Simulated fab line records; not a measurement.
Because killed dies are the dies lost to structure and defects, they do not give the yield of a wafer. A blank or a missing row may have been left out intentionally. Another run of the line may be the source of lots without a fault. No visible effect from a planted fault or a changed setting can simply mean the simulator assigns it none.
fab line records || flow n5-finfet || part 2 of 2: steps 18 to 30 of 30
[record] {"lots": 5, "wafers": 15, "last-day": 18}
route steps=1938 shown BEOL_M15@1814 PASS1_DEP@1831 MIM_BOT@1832 MIM_TOP@1834 MIM_TOP_LITHO@1839
lots with no fault: from the same line, run without faults
start-h: start of the lot's first displayed wafer, in hours after the record's first day || wait-h: hours elapsed since this lot's preceding step || " same as the row above || L1.1+2: several wafers, shown together as one row || - no value, or no start given || * or withheld: withheld || < > ~ a bound
route shown NAME@n: a module of which the file shows steps, and the number in the route of the first || usual: the fault-free wafers' mean and standard deviation || same: alike in all rows || chamber/n: place in a boat || sites: readings site by site || _std_site: their standard deviation || _edge_site: the outer-site mean with the inner-site mean subtracted || radius-mm: how far each site lies from the wafer's centre || mask NAME#n: copy n || behind: the last tool/chamber to shape the wafer || hold: the reason the lot was held/the length of the hold in hours/how it ended || device: whichever transistor did not switch (one of n, p or np) || end of line: the route-end tests of the same wafers || for a step that has no rows: nothing shown but its recipe || killed: count of dies lost to structure and defects at first sort (not the wafer's yield) || map: a wafer's dies, marking killed ones x, the rest . and places with no die _
set.NAME: the run value of the setting; set.NAME@STEP: its run value at that earlier step || model.NAME: the simulator's own value behind a step, which no gauge read
a table for each step, a row for each wafer; lots at some steps of the route
services: the hour from which a tool's chamber was out of use, counted from the record's first day as start-h (under 0 if before that day), plus the number of hours and why
[[steps]]
[step N5_PASSIVATION_PECVD_00]
[recipe] {"material": "SiO2", "target-thk-a": 2000, "temp-c": 400, "precursor": "SiH4/N2O", "pressure-torr": 2.7, "rf-w": 608, "time-s": 11.2}
[usual] {"heater-power-w": "721/62", "rf-fwd-power-W": "602/3.4", "showerhead-plenum-p-Torr": "8.15/0.067", "throttle-valve-pct": "50.5/2.6"}
{"lot.wafer": "L076.3", "tool": "pecvd-01", "chamber": 1, "start-h": 276.52, "wait-h": 0.5, "heater-power-w": 806, "rf-fwd-power-W": 601, "showerhead-plenum-p-Torr": 8.04, "throttle-valve-pct": 51.7}
{"lot.wafer": "L076.5", "tool": "pecvd-01", "chamber": 2, "start-h": 276.52, "wait-h": 0.5, "heater-power-w": 795, "rf-fwd-power-W": 603, "showerhead-plenum-p-Torr": 8.22, "throttle-valve-pct": 46.6}
{"lot.wafer": "L076.6", "tool": "pecvd-01", "chamber": 1, "start-h": 276.52, "wait-h": 0.5, "heater-power-w": 801, "rf-fwd-power-W": 603, "showerhead-plenum-p-Torr": 8.05, "throttle-valve-pct": 51.8}
{"lot.wafer": "L078.1", "tool": "pecvd-01", "chamber": 2, "start-h": 289.33, "wait-h": 0.8, "heater-power-w": 721, "rf-fwd-power-W": 603, "showerhead-plenum-p-Torr": 8.22, "throttle-valve-pct": 47.3}
{"lot.wafer": "L078.2", "tool": "pecvd-01", "chamber": 0, "start-h": 289.33, "wait-h": 0.8, "heater-power-w": 672, "rf-fwd-power-W": 605, "showerhead-plenum-p-Torr": 8.21, "throttle-valve-pct": 52.1}
{"lot.wafer": "L078.6", "tool": "pecvd-01", "chamber": 2, "start-h": 289.33, "wait-h": 0.8, "heater-power-w": 730, "rf-fwd-power-W": 604, "showerhead-plenum-p-Torr": 8.22, "throttle-valve-pct": 47.0}
{"lot.wafer": "L082.1", "tool": "pecvd-04", "chamber": 1, "start-h": 316.86, "wait-h": 0.8, "heater-power-w": 779, "rf-fwd-power-W": 600, "showerhead-plenum-p-Torr": 8.20, "throttle-valve-pct": 49.3}
{"lot.wafer": "L082.3", "tool": "pecvd-04", "chamber": 2, "start-h": 316.86, "wait-h": 0.8, "heater-power-w": 551, "rf-fwd-power-W": 602, "showerhead-plenum-p-Torr": 8.11, "throttle-valve-pct": 49.2}
{"lot.wafer": "L082.6", "tool": "pecvd-04", "chamber": 2, "start-h": 316.86, "wait-h": 0.8, "heater-power-w": 557, "rf-fwd-power-W": 604, "showerhead-plenum-p-Torr": 8.11, "throttle-valve-pct": 49.1}
{"lot.wafer": "L088.3", "tool": "pecvd-03", "chamber": 1, "start-h": 355.10, "wait-h": 0.5, "heater-power-w": 793, "rf-fwd-power-W": 604, "showerhead-plenum-p-Torr": 8.14, "throttle-valve-pct": 54.8}
{"lot.wafer": "L088.4", "tool": "pecvd-03", "chamber": 0, "start-h": 355.10, "wait-h": 0.5, "heater-power-w": 717, "rf-fwd-power-W": 597, "showerhead-plenum-p-Torr": 8.10, "throttle-valve-pct": 51.6}
{"lot.wafer": "L088.6", "tool": "pecvd-03", "chamber": 2, "start-h": 355.10, "wait-h": 0.5, "heater-power-w": 726, "rf-fwd-power-W": 606, "showerhead-plenum-p-Torr": 8.15, "throttle-valve-pct": 46.0}
{"lot.wafer": "L091.1", "tool": "pecvd-03", "chamber": 0, "start-h": 412.59, "wait-h": 0.8, "heater-power-w": 705, "rf-fwd-power-W": 599, "showerhead-plenum-p-Torr": 8.12, "throttle-valve-pct": 51.3}
{"lot.wafer": "L091.2", "tool": "pecvd-03", "chamber": 2, "start-h": 412.59, "wait-h": 0.8, "heater-power-w": 768, "rf-fwd-power-W": 603, "showerhead-plenum-p-Torr": 8.15, "throttle-valve-pct": 46.5}
{"lot.wafer": "L091.6", "tool": "pecvd-03", "chamber": 1, "start-h": 412.59, "wait-h": 0.8, "heater-power-w": 616, "rf-fwd-power-W": 606, "showerhead-plenum-p-Torr": 8.14, "throttle-valve-pct": 54.9}
[step N5_MIM_BOT_DEGAS_01]
[recipe] {"ambient": "vacuum", "temp-c": 300, "time-s": 60}
[usual] {"heater-power-w": "447/51"}
{"lot.wafer": "L076.3", "tool": "pvd-sputter-02", "chamber": "-", "start-h": 277.12, "wait-h": 0.6, "heater-power-w": 577}
{"lot.wafer": "L076.5", "tool": "pvd-sputter-02", "chamber": "-", "start-h": 277.12, "wait-h": 0.6, "heater-power-w": 441}
{"lot.wafer": "L076.6", "tool": "pvd-sputter-02", "chamber": "-", "start-h": 277.12, "wait-h": 0.6, "heater-power-w": 427}
{"lot.wafer": "L078.1", "tool": "pvd-sputter-02", "chamber": "-", "start-h": 289.58, "wait-h": 0.2, "heater-power-w": 434}
{"lot.wafer": "L078.2", "tool": "pvd-sputter-02", "chamber": "-", "start-h": 289.58, "wait-h": 0.2, "heater-power-w": 437}
{"lot.wafer": "L078.6", "tool": "pvd-sputter-02", "chamber": "-", "start-h": 289.58, "wait-h": 0.2, "heater-power-w": 568}
{"lot.wafer": "L082.1", "tool": "pvd-sputter-03", "chamber": "-", "start-h": 317.86, "wait-h": 1.0, "heater-power-w": 459}
{"lot.wafer": "L082.3", "tool": "pvd-sputter-03", "chamber": "-", "start-h": 317.86, "wait-h": 1.0, "heater-power-w": 424}
{"lot.wafer": "L082.6", "tool": "pvd-sputter-03", "chamber": "-", "start-h": 317.86, "wait-h": 1.0, "heater-power-w": 441}
{"lot.wafer": "L088.3", "tool": "pvd-sputter-02", "chamber": "-", "start-h": 355.75, "wait-h": 0.6, "heater-power-w": 431}
{"lot.wafer": "L088.4", "tool": "pvd-sputter-02", "chamber": "-", "start-h": 355.75, "wait-h": 0.6, "heater-power-w": 435}
{"lot.wafer": "L088.6", "tool": "pvd-sputter-02", "chamber": "-", "start-h": 355.75, "wait-h": 0.6, "heater-power-w": 438}
{"lot.wafer": "L091.1", "tool": "pvd-sputter-03", "chamber": "-", "start-h": 413.37, "wait-h": 0.8, "heater-power-w": 379}
{"lot.wafer": "L091.2", "tool": "pvd-sputter-03", "chamber": "-", "start-h": 413.37, "wait-h": 0.8, "heater-power-w": 461}
{"lot.wafer": "L091.6", "tool": "pvd-sputter-03", "chamber": "-", "start-h": 413.37, "wait-h": 0.8, "heater-power-w": 435}
[step N5_MIM_BOT_SPUTTER_00]
[recipe] {"material": "TiN", "target-thk-a": 350, "temp-c": 200, "power-w": 3000, "chamber-pressure-pa": 0.49996, "gas": "Ar", "reactive-partial-pa": 0.37997, "time-s": 89.7}
[usual] {"throttle-valve-pct": "29.9/0.96"}
{"lot.wafer": "L076.3", "tool": "pvd-sputter-02", "chamber": "-", "start-h": 277.16, "wait-h": 0.0, "throttle-valve-pct": 29.7}
{"lot.wafer": "L076.5", "tool": "pvd-sputter-02", "chamber": "-", "start-h": 277.16, "wait-h": 0.0, "throttle-valve-pct": 30.2}
{"lot.wafer": "L076.6", "tool": "pvd-sputter-02", "chamber": "-", "start-h": 277.16, "wait-h": 0.0, "throttle-valve-pct": 29.0}
{"lot.wafer": "L078.1", "tool": "pvd-sputter-02", "chamber": "-", "start-h": 289.62, "wait-h": 0.0, "throttle-valve-pct": 30.5}
{"lot.wafer": "L078.2", "tool": "pvd-sputter-02", "chamber": "-", "start-h": 289.62, "wait-h": 0.0, "throttle-valve-pct": 29.0}
{"lot.wafer": "L078.6", "tool": "pvd-sputter-02", "chamber": "-", "start-h": 289.62, "wait-h": 0.0, "throttle-valve-pct": 29.6}
{"lot.wafer": "L082.1", "tool": "pvd-sputter-03", "chamber": "-", "start-h": 317.90, "wait-h": 0.0, "throttle-valve-pct": 31.3}
{"lot.wafer": "L082.3", "tool": "pvd-sputter-03", "chamber": "-", "start-h": 317.90, "wait-h": 0.0, "throttle-valve-pct": 30.6}
{"lot.wafer": "L082.6", "tool": "pvd-sputter-03", "chamber": "-", "start-h": 317.90, "wait-h": 0.0, "throttle-valve-pct": 31.2}
{"lot.wafer": "L088.3", "tool": "pvd-sputter-02", "chamber": "-", "start-h": 355.79, "wait-h": 0.0, "throttle-valve-pct": 30.4}
{"lot.wafer": "L088.4", "tool": "pvd-sputter-02", "chamber": "-", "start-h": 355.79, "wait-h": 0.0, "throttle-valve-pct": 29.1}
{"lot.wafer": "L088.6", "tool": "pvd-sputter-02", "chamber": "-", "start-h": 355.79, "wait-h": 0.0, "throttle-valve-pct": 30.5}
{"lot.wafer": "L091.1", "tool": "pvd-sputter-03", "chamber": "-", "start-h": 413.41, "wait-h": 0.0, "throttle-valve-pct": 28.3}
{"lot.wafer": "L091.2", "tool": "pvd-sputter-03", "chamber": "-", "start-h": 413.41, "wait-h": 0.0, "throttle-valve-pct": 31.2}
{"lot.wafer": "L091.6", "tool": "pvd-sputter-03", "chamber": "-", "start-h": 413.41, "wait-h": 0.0, "throttle-valve-pct": 30.6}
[step N5_MIM_TOP_ALD_00]
[recipe] {"material": "Al2O3", "target-thk-a": "*", "temp-c": "withheld", "ald-precursor-family": "TMA", "ald-co-reactant": "O3", "pulse-time-s": "withheld", "purge-time-s": 3, "co-reactant-purge-time-s": "withheld", "co-reactant-pulse-time-s": 3, "ald-cycles": "withheld"}
[usual] {"precursor-pulse-height-rel": "1.000/0.021"}
{"lot.wafer": "L076.3", "tool": "ald-hk-02", "chamber": 3, "start-h": 277.26, "wait-h": 0.1, "precursor-pulse-height-rel": 0.992}
{"lot.wafer": "L076.5", "tool": "ald-hk-02", "chamber": 1, "start-h": 277.26, "wait-h": 0.1, "precursor-pulse-height-rel": 1.005}
{"lot.wafer": "L076.6", "tool": "ald-hk-02", "chamber": 2, "start-h": 277.26, "wait-h": 0.1, "precursor-pulse-height-rel": 0.976}
{"lot.wafer": "L078.1", "tool": "ald-hk-01", "chamber": 2, "start-h": 289.74, "wait-h": 0.1, "precursor-pulse-height-rel": 1.020}
{"lot.wafer": "L078.2", "tool": "ald-hk-01", "chamber": 1, "start-h": 289.74, "wait-h": 0.1, "precursor-pulse-height-rel": 1.011}
{"lot.wafer": "L078.6", "tool": "ald-hk-01", "chamber": 0, "start-h": 289.74, "wait-h": 0.1, "precursor-pulse-height-rel": 1.030}
{"lot.wafer": "L082.1", "tool": "ald-hk-01", "chamber": 0, "start-h": 318.00, "wait-h": 0.1, "precursor-pulse-height-rel": 1.035}
{"lot.wafer": "L082.3", "tool": "ald-hk-01", "chamber": 3, "start-h": 318.00, "wait-h": 0.1, "precursor-pulse-height-rel": 0.974}
{"lot.wafer": "L082.6", "tool": "ald-hk-01", "chamber": 1, "start-h": 318.00, "wait-h": 0.1, "precursor-pulse-height-rel": 0.994}
{"lot.wafer": "L088.3", "tool": "ald-hk-02", "chamber": 3, "start-h": 355.89, "wait-h": 0.1, "precursor-pulse-height-rel": 0.997}
{"lot.wafer": "L088.4", "tool": "ald-hk-02", "chamber": 1, "start-h": 355.89, "wait-h": 0.1, "precursor-pulse-height-rel": 1.031}
{"lot.wafer": "L088.6", "tool": "ald-hk-02", "chamber": 1, "start-h": 355.89, "wait-h": 0.1, "precursor-pulse-height-rel": 1.018}
{"lot.wafer": "L091.1", "tool": "ald-hk-01", "chamber": 0, "start-h": 413.51, "wait-h": 0.1, "precursor-pulse-height-rel": 1.006}
{"lot.wafer": "L091.2", "tool": "ald-hk-01", "chamber": 2, "start-h": 413.51, "wait-h": 0.1, "precursor-pulse-height-rel": 1.010}
{"lot.wafer": "L091.6", "tool": "ald-hk-01", "chamber": 2, "start-h": 413.51, "wait-h": 0.1, "precursor-pulse-height-rel": 1.005}
[step N5_MIM_TOP_ALD_01]
[recipe] {"material": "HfO2", "target-thk-a": 56, "temp-c": "withheld", "ald-precursor-family": "Hf-amide", "ald-co-reactant": "O3", "pulse-time-s": 1, "purge-time-s": 3, "co-reactant-purge-time-s": 2, "co-reactant-pulse-time-s": 3, "ald-cycles": 62}
[usual] {"precursor-pulse-height-rel": "1.001/0.018"}
[same] {"pulse-time-s": 1}
{"lot.wafer": "L076.3", "tool": "ald-hk-02", "chamber": 3, "start-h": "-", "wait-h": "-", "precursor-pulse-height-rel": 1.005}
{"lot.wafer": "L076.5", "tool": "ald-hk-02", "chamber": 1, "start-h": "-", "wait-h": "-", "precursor-pulse-height-rel": 0.964}
{"lot.wafer": "L076.6", "tool": "ald-hk-02", "chamber": 2, "start-h": "-", "wait-h": "-", "precursor-pulse-height-rel": 1.007}
{"lot.wafer": "L078.1", "tool": "ald-hk-01", "chamber": 2, "start-h": "-", "wait-h": "-", "precursor-pulse-height-rel": 0.996}
{"lot.wafer": "L078.2", "tool": "ald-hk-01", "chamber": 1, "start-h": "-", "wait-h": "-", "precursor-pulse-height-rel": 1.012}
{"lot.wafer": "L078.6", "tool": "ald-hk-01", "chamber": 0, "start-h": "-", "wait-h": "-", "precursor-pulse-height-rel": 1.009}
{"lot.wafer": "L082.1", "tool": "ald-hk-01", "chamber": 0, "start-h": "-", "wait-h": "-", "precursor-pulse-height-rel": 0.997}
{"lot.wafer": "L082.3", "tool": "ald-hk-01", "chamber": 3, "start-h": "-", "wait-h": "-", "precursor-pulse-height-rel": 0.993}
{"lot.wafer": "L082.6", "tool": "ald-hk-01", "chamber": 1, "start-h": "-", "wait-h": "-", "precursor-pulse-height-rel": 1.020}
{"lot.wafer": "L088.3", "tool": "ald-hk-02", "chamber": 3, "start-h": "-", "wait-h": "-", "precursor-pulse-height-rel": 1.024}
{"lot.wafer": "L088.4", "tool": "ald-hk-02", "chamber": 1, "start-h": "-", "wait-h": "-", "precursor-pulse-height-rel": 1.009}
{"lot.wafer": "L088.6", "tool": "ald-hk-02", "chamber": 1, "start-h": "-", "wait-h": "-", "precursor-pulse-height-rel": 1.036}
{"lot.wafer": "L091.1", "tool": "ald-hk-01", "chamber": 0, "start-h": "-", "wait-h": "-", "precursor-pulse-height-rel": 0.993}
{"lot.wafer": "L091.2", "tool": "ald-hk-01", "chamber": 2, "start-h": "-", "wait-h": "-", "precursor-pulse-height-rel": 0.973}
{"lot.wafer": "L091.6", "tool": "ald-hk-01", "chamber": 2, "start-h": "-", "wait-h": "-", "precursor-pulse-height-rel": 1.025}
[step N5_MIM_TOP_ALD_02]
[recipe] {"material": "Al2O3", "target-thk-a": "*", "temp-c": "withheld", "ald-precursor-family": "TMA", "ald-co-reactant": "O3", "pulse-time-s": "withheld", "purge-time-s": 3, "co-reactant-purge-time-s": "withheld", "co-reactant-pulse-time-s": 3, "ald-cycles": "withheld"}
[usual] {"precursor-pulse-height-rel": "0.998/0.022"}
{"lot.wafer": "L076.3", "tool": "ald-hk-02", "chamber": 3, "start-h": "-", "wait-h": "-", "precursor-pulse-height-rel": 0.985}
{"lot.wafer": "L076.5", "tool": "ald-hk-02", "chamber": 1, "start-h": "-", "wait-h": "-", "precursor-pulse-height-rel": 1.008}
{"lot.wafer": "L076.6", "tool": "ald-hk-02", "chamber": 2, "start-h": "-", "wait-h": "-", "precursor-pulse-height-rel": 0.985}
{"lot.wafer": "L078.1", "tool": "ald-hk-01", "chamber": 2, "start-h": "-", "wait-h": "-", "precursor-pulse-height-rel": 0.994}
{"lot.wafer": "L078.2", "tool": "ald-hk-01", "chamber": 1, "start-h": "-", "wait-h": "-", "precursor-pulse-height-rel": 0.983}
{"lot.wafer": "L078.6", "tool": "ald-hk-01", "chamber": 0, "start-h": "-", "wait-h": "-", "precursor-pulse-height-rel": 1.018}
{"lot.wafer": "L082.1", "tool": "ald-hk-01", "chamber": 0, "start-h": "-", "wait-h": "-", "precursor-pulse-height-rel": 1.006}
{"lot.wafer": "L082.3", "tool": "ald-hk-01", "chamber": 3, "start-h": "-", "wait-h": "-", "precursor-pulse-height-rel": 0.994}
{"lot.wafer": "L082.6", "tool": "ald-hk-01", "chamber": 1, "start-h": "-", "wait-h": "-", "precursor-pulse-height-rel": 0.990}
{"lot.wafer": "L088.3", "tool": "ald-hk-02", "chamber": 3, "start-h": "-", "wait-h": "-", "precursor-pulse-height-rel": 0.980}
{"lot.wafer": "L088.4", "tool": "ald-hk-02", "chamber": 1, "start-h": "-", "wait-h": "-", "precursor-pulse-height-rel": 1.041}
{"lot.wafer": "L088.6", "tool": "ald-hk-02", "chamber": 1, "start-h": "-", "wait-h": "-", "precursor-pulse-height-rel": 0.972}
{"lot.wafer": "L091.1", "tool": "ald-hk-01", "chamber": 0, "start-h": "-", "wait-h": "-", "precursor-pulse-height-rel": 1.021}
{"lot.wafer": "L091.2", "tool": "ald-hk-01", "chamber": 2, "start-h": "-", "wait-h": "-", "precursor-pulse-height-rel": 0.996}
{"lot.wafer": "L091.6", "tool": "ald-hk-01", "chamber": 2, "start-h": "-", "wait-h": "-", "precursor-pulse-height-rel": 0.945}
[step N5_MIM_TOP_DEGAS_04]
[recipe] {"ambient": "vacuum", "temp-c": 300, "time-s": 60}
[usual] {"heater-power-w": "452/51"}
{"lot.wafer": "L076.3", "tool": "pvd-sputter-01", "chamber": "-", "start-h": 277.72, "wait-h": "-", "heater-power-w": 402}
{"lot.wafer": "L076.5", "tool": "pvd-sputter-01", "chamber": "-", "start-h": 277.72, "wait-h": "-", "heater-power-w": 431}
{"lot.wafer": "L076.6", "tool": "pvd-sputter-01", "chamber": "-", "start-h": 277.72, "wait-h": "-", "heater-power-w": 414}
{"lot.wafer": "L078.1", "tool": "pvd-sputter-01", "chamber": "-", "start-h": 290.70, "wait-h": "-", "heater-power-w": 420}
{"lot.wafer": "L078.2", "tool": "pvd-sputter-01", "chamber": "-", "start-h": 290.70, "wait-h": "-", "heater-power-w": 444}
{"lot.wafer": "L078.6", "tool": "pvd-sputter-01", "chamber": "-", "start-h": 290.70, "wait-h": "-", "heater-power-w": 532}
{"lot.wafer": "L082.1", "tool": "pvd-sputter-01", "chamber": "-", "start-h": 322.88, "wait-h": "-", "heater-power-w": 533}
{"lot.wafer": "L082.3", "tool": "pvd-sputter-01", "chamber": "-", "start-h": 322.88, "wait-h": "-", "heater-power-w": 439}
{"lot.wafer": "L082.6", "tool": "pvd-sputter-01", "chamber": "-", "start-h": 322.88, "wait-h": "-", "heater-power-w": 441}
{"lot.wafer": "L088.3", "tool": "pvd-sputter-02", "chamber": "-", "start-h": 356.79, "wait-h": "-", "heater-power-w": 423}
{"lot.wafer": "L088.4", "tool": "pvd-sputter-02", "chamber": "-", "start-h": 356.79, "wait-h": "-", "heater-power-w": 577}
{"lot.wafer": "L088.6", "tool": "pvd-sputter-02", "chamber": "-", "start-h": 356.79, "wait-h": "-", "heater-power-w": 434}
{"lot.wafer": "L091.1", "tool": "pvd-sputter-01", "chamber": "-", "start-h": 414.81, "wait-h": "-", "heater-power-w": 441}
{"lot.wafer": "L091.2", "tool": "pvd-sputter-01", "chamber": "-", "start-h": 414.81, "wait-h": "-", "heater-power-w": 417}
{"lot.wafer": "L091.6", "tool": "pvd-sputter-01", "chamber": "-", "start-h": 414.81, "wait-h": "-", "heater-power-w": 528}
[step N5_MIM_TOP_SPUTTER_03]
[recipe] {"material": "TiN", "target-thk-a": 350, "temp-c": 200, "power-w": 3000, "chamber-pressure-pa": 0.49996, "gas": "Ar", "reactive-partial-pa": 0.37997, "time-s": 89.7}
[usual] {"throttle-valve-pct": "30.0/0.98"}
{"lot.wafer": "L076.3", "tool": "pvd-sputter-01", "chamber": "-", "start-h": 277.76, "wait-h": 0.0, "throttle-valve-pct": 29.3}
{"lot.wafer": "L076.5", "tool": "pvd-sputter-01", "chamber": "-", "start-h": 277.76, "wait-h": 0.0, "throttle-valve-pct": 29.9}
{"lot.wafer": "L076.6", "tool": "pvd-sputter-01", "chamber": "-", "start-h": 277.76, "wait-h": 0.0, "throttle-valve-pct": 29.3}
{"lot.wafer": "L078.1", "tool": "pvd-sputter-01", "chamber": "-", "start-h": 290.74, "wait-h": 0.0, "throttle-valve-pct": 29.4}
{"lot.wafer": "L078.2", "tool": "pvd-sputter-01", "chamber": "-", "start-h": 290.74, "wait-h": 0.0, "throttle-valve-pct": 29.8}
{"lot.wafer": "L078.6", "tool": "pvd-sputter-01", "chamber": "-", "start-h": 290.74, "wait-h": 0.0, "throttle-valve-pct": 30.6}
{"lot.wafer": "L082.1", "tool": "pvd-sputter-01", "chamber": "-", "start-h": 322.92, "wait-h": 0.0, "throttle-valve-pct": 30.7}
{"lot.wafer": "L082.3", "tool": "pvd-sputter-01", "chamber": "-", "start-h": 322.92, "wait-h": 0.0, "throttle-valve-pct": 31.5}
{"lot.wafer": "L082.6", "tool": "pvd-sputter-01", "chamber": "-", "start-h": 322.92, "wait-h": 0.0, "throttle-valve-pct": 29.8}
{"lot.wafer": "L088.3", "tool": "pvd-sputter-02", "chamber": "-", "start-h": 356.83, "wait-h": 0.0, "throttle-valve-pct": 29.2}
{"lot.wafer": "L088.4", "tool": "pvd-sputter-02", "chamber": "-", "start-h": 356.83, "wait-h": 0.0, "throttle-valve-pct": 29.7}
{"lot.wafer": "L088.6", "tool": "pvd-sputter-02", "chamber": "-", "start-h": 356.83, "wait-h": 0.0, "throttle-valve-pct": 29.2}
{"lot.wafer": "L091.1", "tool": "pvd-sputter-01", "chamber": "-", "start-h": 414.85, "wait-h": 0.0, "throttle-valve-pct": 30.0}
{"lot.wafer": "L091.2", "tool": "pvd-sputter-01", "chamber": "-", "start-h": 414.85, "wait-h": 0.0, "throttle-valve-pct": 29.8}
{"lot.wafer": "L091.6", "tool": "pvd-sputter-01", "chamber": "-", "start-h": 414.85, "wait-h": 0.0, "throttle-valve-pct": 30.5}
[step N5_MIM_TOP_LITHO_HMDS_01]
[recipe] {"time-s": 60, "temp-c": 120}
{"lot.wafer": "L076.3+5+6", "tool": "litho-track-05", "chamber": 0, "start-h": 277.88, "wait-h": 0.1}
{"lot.wafer": "L078.1+2+6", "tool": "litho-track-02", "chamber": 0, "start-h": 290.85, "wait-h": 0.1}
{"lot.wafer": "L082.1+3+6", "tool": "litho-track-05", "chamber": 0, "start-h": 323.02, "wait-h": 0.1}
{"lot.wafer": "L088.3+4+6", "tool": "litho-track-02", "chamber": 0, "start-h": 356.95, "wait-h": 0.1}
{"lot.wafer": "L091.1+2+6", "tool": "litho-track-01", "chamber": 0, "start-h": 414.96, "wait-h": 0.1}
[step N5_MIM_TOP_LITHO_COAT_02]
[recipe] {"spin-rpm": "*", "resist-thk-nm": "*"}
{"lot.wafer": "L076.3+5+6", "tool": "litho-track-05", "chamber": 0, "start-h": "-", "wait-h": "-"}
{"lot.wafer": "L078.1+2+6", "tool": "litho-track-02", "chamber": 0, "start-h": "-", "wait-h": "-"}
{"lot.wafer": "L082.1+3+6", "tool": "litho-track-05", "chamber": 0, "start-h": "-", "wait-h": "-"}
{"lot.wafer": "L088.3+4+6", "tool": "litho-track-02", "chamber": 0, "start-h": "-", "wait-h": "-"}
{"lot.wafer": "L091.1+2+6", "tool": "litho-track-01", "chamber": 0, "start-h": "-", "wait-h": "-"}
[step N5_MIM_TOP_LITHO_EBR_04]
[recipe] {"solvent": "PGMEA", "ebr-width-mm": 1.5}
{"lot.wafer": "L076.3+5+6", "tool": "litho-track-05", "chamber": 0, "start-h": "-", "wait-h": "-"}
{"lot.wafer": "L078.1+2+6", "tool": "litho-track-02", "chamber": 0, "start-h": "-", "wait-h": "-"}
{"lot.wafer": "L082.1+3+6", "tool": "litho-track-05", "chamber": 0, "start-h": "-", "wait-h": "-"}
{"lot.wafer": "L088.3+4+6", "tool": "litho-track-02", "chamber": 0, "start-h": "-", "wait-h": "-"}
{"lot.wafer": "L091.1+2+6", "tool": "litho-track-01", "chamber": 0, "start-h": "-", "wait-h": "-"}
[step N5_MIM_TOP_LITHO_SOFTBAKE_03]
[recipe] {"temp-c": 100, "time-s": 90}
{"lot.wafer": "L076.3+5+6", "tool": "litho-track-05", "chamber": 0, "start-h": "-", "wait-h": "-"}
{"lot.wafer": "L078.1+2+6", "tool": "litho-track-02", "chamber": 0, "start-h": "-", "wait-h": "-"}
{"lot.wafer": "L082.1+3+6", "tool": "litho-track-05", "chamber": 0, "start-h": "-", "wait-h": "-"}
{"lot.wafer": "L088.3+4+6", "tool": "litho-track-02", "chamber": 0, "start-h": "-", "wait-h": "-"}
{"lot.wafer": "L091.1+2+6", "tool": "litho-track-01", "chamber": 0, "start-h": "-", "wait-h": "-"}
[step N5_MIM_TOP_LITHO_EXPOSE_05]
[recipe] {"mask-id": "MIM_TOP", "na": 0.55, "source-shape": "conventional", "sigma-outer": 0.8, "polarization": "unpolarized", "target-cd-nm": 2000, "dose-mj": 20.5}
{"lot.wafer": "L076.3+5+6", "tool": "krf-scanner-02", "chamber": 0, "start-h": 278.00, "wait-h": "-", "mask": "MIM_TOP#0"}
{"lot.wafer": "L078.1+2+6", "tool": "krf-scanner-02", "chamber": 0, "start-h": 290.96, "wait-h": "-", "mask": "MIM_TOP#0"}
{"lot.wafer": "L082.1+3+6", "tool": "krf-scanner-02", "chamber": 0, "start-h": 323.13, "wait-h": "-", "mask": "MIM_TOP#0"}
{"lot.wafer": "L088.3+4+6", "tool": "krf-scanner-02", "chamber": 0, "start-h": 357.07, "wait-h": "-", "mask": "MIM_TOP#0"}
{"lot.wafer": "L091.1+2+6", "tool": "krf-scanner-02", "chamber": 0, "start-h": 415.06, "wait-h": "-", "mask": "MIM_TOP#0"}
[[services]]
{"tool": "ecd-cu-02", "chamber": "-", "start-h": 254.73, "hours": 1.0, "kind": "repair"}
{"tool": "ald-hk-02", "chamber": "-", "start-h": 255.12, "hours": 1.3, "kind": "repair"}
{"tool": "cmp-04", "chamber": "-", "start-h": 258.03, "hours": 0.8, "kind": "repair"}
{"tool": "krf-scanner-02", "chamber": "-", "start-h": 258.12, "hours": 0.8, "kind": "pm"}
{"tool": "pecvd-01", "chamber": 1, "start-h": 260.05, "hours": 5.9, "kind": "repair"}
{"tool": "pecvd-02", "chamber": "-", "start-h": 265.18, "hours": 2.9, "kind": "repair"}
{"tool": "pecvd-02", "chamber": "-", "start-h": 268.09, "hours": 2.8, "kind": "pm"}
{"tool": "pecvd-03", "chamber": "-", "start-h": 273.89, "hours": 2.8, "kind": "pm"}
{"tool": "cmp-03", "chamber": "-", "start-h": 276.92, "hours": 1.5, "kind": "repair"}
{"tool": "krf-scanner-02", "chamber": "-", "start-h": 282.41, "hours": 1.0, "kind": "pm"}
{"tool": "krf-scanner-02", "chamber": "-", "start-h": 285.32, "hours": 1.3, "kind": "pm"}
{"tool": "ecd-cu-02", "chamber": "-", "start-h": 323.49, "hours": 0.7, "kind": "repair"}
{"tool": "pecvd-02", "chamber": "-", "start-h": 323.87, "hours": 14.6, "kind": "pm"}
{"tool": "cmp-04", "chamber": "-", "start-h": 328.23, "hours": 4.0, "kind": "pm"}
{"tool": "krf-scanner-02", "chamber": "-", "start-h": 328.54, "hours": 3.3, "kind": "repair"}
{"tool": "wet-bench-04", "chamber": "-", "start-h": 334.89, "hours": 1.9, "kind": "pm"}
{"tool": "pvd-sputter-01", "chamber": "-", "start-h": 335.05, "hours": 1.8, "kind": "repair"}
{"tool": "krf-scanner-02", "chamber": "-", "start-h": 338.82, "hours": 2.0, "kind": "repair"}
{"tool": "pvd-sputter-01", "chamber": "-", "start-h": 354.34, "hours": 9.6, "kind": "repair"}
{"tool": "pvd-sputter-01", "chamber": "-", "start-h": 366.21, "hours": 1.5, "kind": "repair"}
{"tool": "cmp-03", "chamber": "-", "start-h": 366.55, "hours": 0.5, "kind": "repair"}
{"tool": "pecvd-04", "chamber": 1, "start-h": 378.30, "hours": 10.9, "kind": "repair"}
{"tool": "rie-diel-06", "chamber": 0, "start-h": 381.91, "hours": 6.4, "kind": "repair"}
{"tool": "rtp-anneal-01", "chamber": "-", "start-h": 404.25, "hours": 4.0, "kind": "pm"}
